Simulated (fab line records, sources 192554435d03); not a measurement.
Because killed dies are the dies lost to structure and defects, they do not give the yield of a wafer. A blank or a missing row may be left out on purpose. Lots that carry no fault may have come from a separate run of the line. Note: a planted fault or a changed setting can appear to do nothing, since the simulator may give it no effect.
What tool caused it? || flow n5Finfet || Sampling: 9 lots, 27 wafers, 5 of 1938 route steps

== WHAT EACH GAUGE READ, for each wafer ==
N5_BEOL_M4_RC_MEAS_101. Usual: DIBL_N 36.5 mV/V, standard deviation 2; DIBL_P 36.5 mV/V, standard deviation 2.3; IOFF_N 0.16 nA/um, standard deviation 0.036; IOFF_P 0.21 nA/um, standard deviation 0.037; ION_N 672 uA/um, standard deviation 12; ION_P 459 uA/um, standard deviation 7.1; SS_N 71.6 mV/dec, standard deviation 0.73; SS_P 73.4 mV/dec, standard deviation 0.76; VT_N 250 mV, standard deviation 3.3; VT_P -250.5 mV, standard deviation 2.9.
{"lot": "L940", "measured": "day 8 14:59", "on": "prober-02", "DIBL_N (mV/V)": "31.8 33.0 34.4", "DIBL_P (mV/V)": "34.0 34.7 37.4", "IOFF_N (nA/um)": "0.12 0.13 0.16", "IOFF_P (nA/um)": "0.17 0.17 0.20", "ION_N (uA/um)": "671 659 675", "ION_P (uA/um)": "462 450 461", "SS_N (mV/dec)": "71.2 70.6 70.9", "SS_P (mV/dec)": "72.4 72.4 73.5", "VT_N (mV)": "252 254 250", "VT_P (mV)": "-250.3 -253.8 -249.8", "flag": ""}
{"lot": "L943", "measured": "day 8 21:33", "on": "prober-02", "DIBL_N (mV/V)": "36.7 34.8 35.7", "DIBL_P (mV/V)": "36.7 35.0 36.1", "IOFF_N (nA/um)": "0.18 0.14 0.16", "IOFF_P (nA/um)": "0.21 0.19 0.20", "ION_N (uA/um)": "680 679 670", "ION_P (uA/um)": "458 463 464", "SS_N (mV/dec)": "71.9 71.4 71.3", "SS_P (mV/dec)": "73.9 73.4 73.5", "VT_N (mV)": "246 251 249", "VT_P (mV)": "-251.4 -252.9 -251.7", "flag": ""}
{"lot": "L947", "measured": "day 10 07:19", "on": "prober-01", "DIBL_N (mV/V)": "36.5 38.1 37.2", "DIBL_P (mV/V)": "35.9 39.1 37.3", "IOFF_N (nA/um)": "0.14 0.18 0.16", "IOFF_P (nA/um)": "0.19 0.24 0.21", "ION_N (uA/um)": "661 683 671", "ION_P (uA/um)": "453 469 459", "SS_N (mV/dec)": "72.5 72.6 72.4", "SS_P (mV/dec)": "72.6 73.7 73.2", "VT_N (mV)": "251 249 249", "VT_P (mV)": "-252.4 -247.1 -249.2", "flag": ""}
{"lot": "L951", "measured": "day 11 20:26", "on": "prober-02", "DIBL_N (mV/V)": "36.6 37.1 34.2", "DIBL_P (mV/V)": "37.2 38.2 34.3", "IOFF_N (nA/um)": "0.17 0.18 0.12", "IOFF_P (nA/um)": "0.23 0.26 0.18", "ION_N (uA/um)": "676 684 663", "ION_P (uA/um)": "463 472 460", "SS_N (mV/dec)": "71.1 71.7 70.6", "SS_P (mV/dec)": "73.9 74.3 72.4", "VT_N (mV)": "250 246 255", "VT_P (mV)": "-246.2 -246.0 -249.6", "flag": ""}
{"lot": "L954", "measured": "day 11 17:46", "on": "prober-02", "DIBL_N (mV/V)": "38.6 36.4 38.8", "DIBL_P (mV/V)": "38.0 35.2 38.0", "IOFF_N (nA/um)": "0.19 0.14 0.18", "IOFF_P (nA/um)": "0.24 0.18 0.23", "ION_N (uA/um)": "666 649 664", "ION_P (uA/um)": "449 452 457", "SS_N (mV/dec)": "72.4 72.4 72.6", "SS_P (mV/dec)": "73.0 72.6 73.2", "VT_N (mV)": "248 254 253", "VT_P (mV)": "-249.1 -252.1 -249.6", "flag": ""}
{"lot": "L955", "measured": "day 11 23:17", "on": "prober-01", "DIBL_N (mV/V)": "35.6 36.9 33.8", "DIBL_P (mV/V)": "38.7 39.1 34.8", "IOFF_N (nA/um)": "0.16 0.17 0.12", "IOFF_P (nA/um)": "0.20 0.21 0.15", "ION_N (uA/um)": "675 672 659", "ION_P (uA/um)": "459 456 451", "SS_N (mV/dec)": "71.5 71.8 71.3", "SS_P (mV/dec)": "74.3 74.2 72.7", "VT_N (mV)": "250 250 255", "VT_P (mV)": "-251.6 -252.3 -258.8", "flag": ""}
{"lot": "L957", "measured": "day 12 16:20", "on": "prober-01", "DIBL_N (mV/V)": "36.3 36.5 36.8", "DIBL_P (mV/V)": "34.2 35.2 35.0", "IOFF_N (nA/um)": "0.15 0.15 0.15", "IOFF_P (nA/um)": "0.18 0.19 0.19", "ION_N (uA/um)": "670 683 663", "ION_P (uA/um)": "454 465 453", "SS_N (mV/dec)": "71.7 71.3 72.0", "SS_P (mV/dec)": "73.4 73.0 73.7", "VT_N (mV)": "251 248 254", "VT_P (mV)": "-254.5 -249.9 -252.3", "flag": ""}
{"lot": "L960", "measured": "day 13 10:04", "on": "prober-02", "DIBL_N (mV/V)": "36.7 38.1 38.2", "DIBL_P (mV/V)": "36.8 38.8 38.9", "IOFF_N (nA/um)": "0.15 0.17 0.17", "IOFF_P (nA/um)": "0.20 0.22 0.23", "ION_N (uA/um)": "670 671 678", "ION_P (uA/um)": "454 458 458", "SS_N (mV/dec)": "71.4 71.5 72.2", "SS_P (mV/dec)": "73.5 73.9 73.0", "VT_N (mV)": "253 248 249", "VT_P (mV)": "-255.1 -251.8 -251.8", "flag": ""}
{"lot": "L962", "measured": "day 13 21:25", "on": "prober-01", "DIBL_N (mV/V)": "38.1 37.5 37.7", "DIBL_P (mV/V)": "41.2 39.5 39.4", "IOFF_N (nA/um)": "0.24 0.21 0.21", "IOFF_P (nA/um)": "0.30 0.26 0.26", "ION_N (uA/um)": "691 684 661", "ION_P (uA/um)": "474 467 449", "SS_N (mV/dec)": "72.1 71.8 72.3", "SS_P (mV/dec)": "73.9 74.3 74.0", "VT_N (mV)": "243 248 247", "VT_P (mV)": "-243.0 -246.6 -245.4", "flag": ""}

== WHICH TOOL RAN EACH LOT (tool, then ch and the chambers of the sampled wafers, then the start) ==
{"lot": "L940", "N5_HKMG_FIN_STRIP_92": "rieDiel-06 ch 0,2,3, day 4 06:46", "N5_HKMG_FIN_STRIP_90": "rieDiel-05 ch 0,1,3, day 4 08:46", "N5_HKMG_FIN_W_FILL_22": "cvdW-02 ch 0,1, day 4 09:52", "N5_HKMG_FIN_CMP_23": "cmp-04 ch 0,1,2, day 4 10:08"}
{"lot": "L943", "N5_HKMG_FIN_STRIP_92": "rieDiel-06 ch 1,2, day 4 20:27", "N5_HKMG_FIN_STRIP_90": "rieDiel-06 ch 0,2, day 4 22:27", "N5_HKMG_FIN_W_FILL_22": "cvdW-01 ch 0,1, day 4 23:33", "N5_HKMG_FIN_CMP_23": "cmp-03 ch 1,2, day 4 23:40"}
{"lot": "L947", "N5_HKMG_FIN_STRIP_92": "rieDiel-06 ch 0,2,3, day 5 23:09", "N5_HKMG_FIN_STRIP_90": "rieDiel-01 ch 1,2,3, day 6 01:10", "N5_HKMG_FIN_W_FILL_22": "cvdW-01 ch 0,1, day 6 02:16", "N5_HKMG_FIN_CMP_23": "cmp-03 ch 0,1,2, day 6 02:27"}
{"lot": "L951", "N5_HKMG_FIN_STRIP_92": "rieDiel-05 ch 0,1, day 7 09:16", "N5_HKMG_FIN_STRIP_90": "rieDiel-05 ch 0,2,3, day 7 11:19", "N5_HKMG_FIN_W_FILL_22": "cvdW-01 ch 0,1, day 7 12:26", "N5_HKMG_FIN_CMP_23": "cmp-04 ch 0,2,3, day 7 12:42"}
{"lot": "L954", "N5_HKMG_FIN_STRIP_92": "rieDiel-05 ch 1,2, day 7 15:58", "N5_HKMG_FIN_STRIP_90": "rieDiel-06 ch 0,1, day 7 18:12", "N5_HKMG_FIN_W_FILL_22": "cvdW-02 ch 1, day 7 19:18", "N5_HKMG_FIN_CMP_23": "cmp-03 ch 0,3, day 7 19:29"}
{"lot": "L955", "N5_HKMG_FIN_STRIP_92": "rieDiel-05 ch 0,1,3, day 7 23:43", "N5_HKMG_FIN_STRIP_90": "rieDiel-01 ch 1,3, day 8 01:42", "N5_HKMG_FIN_W_FILL_22": "cvdW-01 ch 0,1, day 8 02:49", "N5_HKMG_FIN_CMP_23": "cmp-03 ch 0,2,3, day 8 03:00"}
{"lot": "L957", "N5_HKMG_FIN_STRIP_92": "rieDiel-06 ch 3, day 8 09:15", "N5_HKMG_FIN_STRIP_90": "rieDiel-06 ch 2, day 8 11:35", "N5_HKMG_FIN_W_FILL_22": "cvdW-02 ch 0,1, day 8 13:02", "N5_HKMG_FIN_CMP_23": "cmp-04 ch 0,3, day 8 13:08"}
{"lot": "L960", "N5_HKMG_FIN_STRIP_92": "rieDiel-01 ch 0,2, day 9 04:10", "N5_HKMG_FIN_STRIP_90": "rieDiel-06 ch 0,2,3, day 9 06:13", "N5_HKMG_FIN_W_FILL_22": "cvdW-01 ch 0,1, day 9 07:28", "N5_HKMG_FIN_CMP_23": "cmp-04 ch 0,1,2, day 9 07:43"}
{"lot": "L962", "N5_HKMG_FIN_STRIP_92": "rieDiel-06 ch 0,2,3, day 9 15:53", "N5_HKMG_FIN_STRIP_90": "rieDiel-01 ch 0,2, day 9 17:55", "N5_HKMG_FIN_W_FILL_22": "cvdW-02 ch 0,1, day 9 19:03", "N5_HKMG_FIN_CMP_23": "cmp-01 ch 0,1,3, day 9 19:19"}
- N5_HKMG_FIN_STRIP_92: strips SOC in N2/H2, time 20 s.
- N5_HKMG_FIN_STRIP_90: strips SOC in N2/H2, time 20 s.
- N5_HKMG_FIN_W_FILL_22: material W, target thk 60 nm, time 18.2 s.
- N5_HKMG_FIN_CMP_23: polishes, stops on SiNx, t overpolish 10 s, target thk 46.326 nm.

== AS READ BY THE TOOLS THEMSELVES (means over the sampled wafers that have a number; for cases with no such wafer, the mark the record gives instead) ==
N5_HKMG_FIN_STRIP_92. Usual: drypumpMotorCurrentA 5.8 A, standard deviation 0.6; oesProductAu 0.77 a.u., standard deviation 0.071; rfVppV 54.1 V, standard deviation 0.86; showerheadPlenumPTorr 3.32 Torr, standard deviation 0.094; throttleValvePct 19.07 %, standard deviation 0.26.
{"lot": "L940", "tool": "rieDiel-06", "drypumpMotorCurrentA (A)": 5.5, "oesProductAu (a.u.)": 0.82, "rfVppV (V)": 54.2, "showerheadPlenumPTorr (Torr)": 3.27, "throttleValvePct (%)": 18.89, "flag": ""}
{"lot": "L943", "tool": "rieDiel-06", "drypumpMotorCurrentA (A)": 5.6, "oesProductAu (a.u.)": 0.73, "rfVppV (V)": 53.7, "showerheadPlenumPTorr (Torr)": 3.41, "throttleValvePct (%)": 19.12, "flag": ""}
{"lot": "L947", "tool": "rieDiel-06", "drypumpMotorCurrentA (A)": 5.5, "oesProductAu (a.u.)": 0.81, "rfVppV (V)": 53.7, "showerheadPlenumPTorr (Torr)": 3.26, "throttleValvePct (%)": 18.92, "flag": ""}
{"lot": "L951", "tool": "rieDiel-05", "drypumpMotorCurrentA (A)": 5.7, "oesProductAu (a.u.)": 0.80, "rfVppV (V)": 53.9, "showerheadPlenumPTorr (Torr)": 3.35, "throttleValvePct (%)": 19.31, "flag": ""}
{"lot": "L954", "tool": "rieDiel-05", "drypumpMotorCurrentA (A)": 5.8, "oesProductAu (a.u.)": 0.83, "rfVppV (V)": 53.8, "showerheadPlenumPTorr (Torr)": 3.31, "throttleValvePct (%)": 19.18, "flag": ""}
{"lot": "L955", "tool": "rieDiel-05", "drypumpMotorCurrentA (A)": 6.0, "oesProductAu (a.u.)": 0.74, "rfVppV (V)": 54.3, "showerheadPlenumPTorr (Torr)": 3.32, "throttleValvePct (%)": 19.28, "flag": ""}
{"lot": "L957", "tool": "rieDiel-06", "drypumpMotorCurrentA (A)": 4.8, "oesProductAu (a.u.)": 0.78, "rfVppV (V)": 54.0, "showerheadPlenumPTorr (Torr)": 3.25, "throttleValvePct (%)": 19.23, "flag": ""}
{"lot": "L960", "tool": "rieDiel-01", "drypumpMotorCurrentA (A)": 6.4, "oesProductAu (a.u.)": 0.91, "rfVppV (V)": 54.0, "showerheadPlenumPTorr (Torr)": 3.51, "throttleValvePct (%)": 19.18, "flag": ""}
{"lot": "L962", "tool": "rieDiel-06", "drypumpMotorCurrentA (A)": 5.5, "oesProductAu (a.u.)": 0.77, "rfVppV (V)": 53.5, "showerheadPlenumPTorr (Torr)": 3.24, "throttleValvePct (%)": 18.96, "flag": ""}

N5_HKMG_FIN_STRIP_90. Usual: drypumpMotorCurrentA 5.8 A, standard deviation 0.63; oesProductAu 0.78 a.u., standard deviation 0.085; rfVppV 54.1 V, standard deviation 0.81; showerheadPlenumPTorr 3.34 Torr, standard deviation 0.11; throttleValvePct 19.08 %, standard deviation 0.23.
{"lot": "L940", "tool": "rieDiel-05", "drypumpMotorCurrentA (A)": 6.0, "oesProductAu (a.u.)": 0.78, "rfVppV (V)": 52.9, "showerheadPlenumPTorr (Torr)": 3.34, "throttleValvePct (%)": 19.24, "flag": ""}
{"lot": "L943", "tool": "rieDiel-06", "drypumpMotorCurrentA (A)": 5.7, "oesProductAu (a.u.)": 0.84, "rfVppV (V)": 53.3, "showerheadPlenumPTorr (Torr)": 3.27, "throttleValvePct (%)": 18.73, "flag": ""}
{"lot": "L947", "tool": "rieDiel-01", "drypumpMotorCurrentA (A)": 6.0, "oesProductAu (a.u.)": 0.75, "rfVppV (V)": 53.8, "showerheadPlenumPTorr (Torr)": 3.39, "throttleValvePct (%)": 18.89, "flag": ""}
{"lot": "L951", "tool": "rieDiel-05", "drypumpMotorCurrentA (A)": 5.9, "oesProductAu (a.u.)": 0.72, "rfVppV (V)": 54.6, "showerheadPlenumPTorr (Torr)": 3.34, "throttleValvePct (%)": 19.11, "flag": ""}
{"lot": "L954", "tool": "rieDiel-06", "drypumpMotorCurrentA (A)": 6.0, "oesProductAu (a.u.)": 0.68, "rfVppV (V)": 54.7, "showerheadPlenumPTorr (Torr)": 3.38, "throttleValvePct (%)": 19.19, "flag": ""}
{"lot": "L955", "tool": "rieDiel-01", "drypumpMotorCurrentA (A)": 5.5, "oesProductAu (a.u.)": 0.73, "rfVppV (V)": 54.1, "showerheadPlenumPTorr (Torr)": 3.37, "throttleValvePct (%)": 18.96, "flag": ""}
{"lot": "L957", "tool": "rieDiel-06", "drypumpMotorCurrentA (A)": 5.3, "oesProductAu (a.u.)": 0.83, "rfVppV (V)": 55.1, "showerheadPlenumPTorr (Torr)": 3.27, "throttleValvePct (%)": 18.75, "flag": ""}
{"lot": "L960", "tool": "rieDiel-06", "drypumpMotorCurrentA (A)": 5.5, "oesProductAu (a.u.)": 0.78, "rfVppV (V)": 53.6, "showerheadPlenumPTorr (Torr)": 3.25, "throttleValvePct (%)": 18.96, "flag": ""}
{"lot": "L962", "tool": "rieDiel-01", "drypumpMotorCurrentA (A)": 6.4, "oesProductAu (a.u.)": 0.88, "rfVppV (V)": 54.2, "showerheadPlenumPTorr (Torr)": 3.50, "throttleValvePct (%)": 19.17, "flag": ""}

N5_HKMG_FIN_W_FILL_22. Usual: heaterPowerW 913 W, standard deviation 120; throttleValvePct 19.3 %, standard deviation 0.43.
{"lot": "L940", "tool": "cvdW-02", "heaterPowerW (W)": 830, "throttleValvePct (%)": 19.3, "flag": ""}
{"lot": "L943", "tool": "cvdW-01", "heaterPowerW (W)": 946, "throttleValvePct (%)": 19.5, "flag": ""}
{"lot": "L947", "tool": "cvdW-01", "heaterPowerW (W)": 1047, "throttleValvePct (%)": 19.3, "flag": ""}
{"lot": "L951", "tool": "cvdW-01", "heaterPowerW (W)": 951, "throttleValvePct (%)": 19.5, "flag": ""}
{"lot": "L954", "tool": "cvdW-02", "heaterPowerW (W)": 839, "throttleValvePct (%)": 19.8, "flag": ""}
{"lot": "L955", "tool": "cvdW-01", "heaterPowerW (W)": 961, "throttleValvePct (%)": 19.5, "flag": ""}
{"lot": "L957", "tool": "cvdW-02", "heaterPowerW (W)": 855, "throttleValvePct (%)": 19.1, "flag": ""}
{"lot": "L960", "tool": "cvdW-01", "heaterPowerW (W)": 1046, "throttleValvePct (%)": 19.3, "flag": ""}
{"lot": "L962", "tool": "cvdW-02", "heaterPowerW (W)": 846, "throttleValvePct (%)": 19.5, "flag": ""}

N5_HKMG_FIN_CMP_23. Usual: motorCurrentA 12.7 A, standard deviation 1; overpolishRunS 9.999 s, standard deviation 0.0089; platenRpm 50.29 rpm, standard deviation 0.034; retainingRingPressureFrac 1.001, standard deviation 0.0047; timeToEndpointS 10.6 s, standard deviation 2.7.
{"lot": "L940", "tool": "cmp-04", "motorCurrentA (A)": 12.1, "overpolishRunS (s)": 9.993, "platenRpm (rpm)": 50.30, "retainingRingPressureFrac": 1.002, "timeToEndpointS (s)": 9.5, "flag": ""}
{"lot": "L943", "tool": "cmp-03", "motorCurrentA (A)": 12.4, "overpolishRunS (s)": 10.003, "platenRpm (rpm)": 50.29, "retainingRingPressureFrac": 1.001, "timeToEndpointS (s)": 11.8, "flag": ""}
{"lot": "L947", "tool": "cmp-03", "motorCurrentA (A)": 12.1, "overpolishRunS (s)": 10.000, "platenRpm (rpm)": 50.25, "retainingRingPressureFrac": 0.996, "timeToEndpointS (s)": 12.1, "flag": ""}
{"lot": "L951", "tool": "cmp-04", "motorCurrentA (A)": 13.4, "overpolishRunS (s)": 10.001, "platenRpm (rpm)": 50.27, "retainingRingPressureFrac": 0.995, "timeToEndpointS (s)": 9.3, "flag": ""}
{"lot": "L954", "tool": "cmp-03", "motorCurrentA (A)": 13.0, "overpolishRunS (s)": 10.003, "platenRpm (rpm)": 48.27, "retainingRingPressureFrac": 0.997, "timeToEndpointS (s)": 12.4, "flag": "OFF"}
{"lot": "L955", "tool": "cmp-03", "motorCurrentA (A)": 12.9, "overpolishRunS (s)": 10.011, "platenRpm (rpm)": 48.25, "retainingRingPressureFrac": 0.998, "timeToEndpointS (s)": 14.1, "flag": "OFF"}
{"lot": "L957", "tool": "cmp-04", "motorCurrentA (A)": 13.7, "overpolishRunS (s)": 10.002, "platenRpm (rpm)": 50.29, "retainingRingPressureFrac": 1.005, "timeToEndpointS (s)": 11.2, "flag": ""}
{"lot": "L960", "tool": "cmp-04", "motorCurrentA (A)": 12.9, "overpolishRunS (s)": 10.000, "platenRpm (rpm)": 50.27, "retainingRingPressureFrac": 0.998, "timeToEndpointS (s)": 8.9, "flag": ""}
{"lot": "L962", "tool": "cmp-01", "motorCurrentA (A)": 12.7, "overpolishRunS (s)": 9.994, "platenRpm (rpm)": 50.30, "retainingRingPressureFrac": 1.000, "timeToEndpointS (s)": 11.2, "flag": ""}

== THE ANSWER, worked out from the rows above alone ==
Rule: a lot is off if the mean of its wafers that have a number lies more than 3 standard deviations from the usual mean. Also off: a lot with no number at a reading for which 4 or more lots have one. The other lots that the step has rows for count as sound. Order of review: gauges by route order, followed by the tools' own readings, for which a lot's mean as printed above is used. At the first step where some lot is off, the reading lying furthest off is the one used; lots without a number count as furthest.
Off: L954, L955 (N5_HKMG_FIN_CMP_23, platenRpm).
A tool fits if, at that step or a process step before it, it ran every lot that is off, and no sound lot after the first of them. Undecided on this evidence; 2 tools fit (rieDiel-05 at N5_HKMG_FIN_STRIP_92, cmp-03 at N5_HKMG_FIN_CMP_23).

== WHAT THE SIMULATOR HAD PUT IN ==
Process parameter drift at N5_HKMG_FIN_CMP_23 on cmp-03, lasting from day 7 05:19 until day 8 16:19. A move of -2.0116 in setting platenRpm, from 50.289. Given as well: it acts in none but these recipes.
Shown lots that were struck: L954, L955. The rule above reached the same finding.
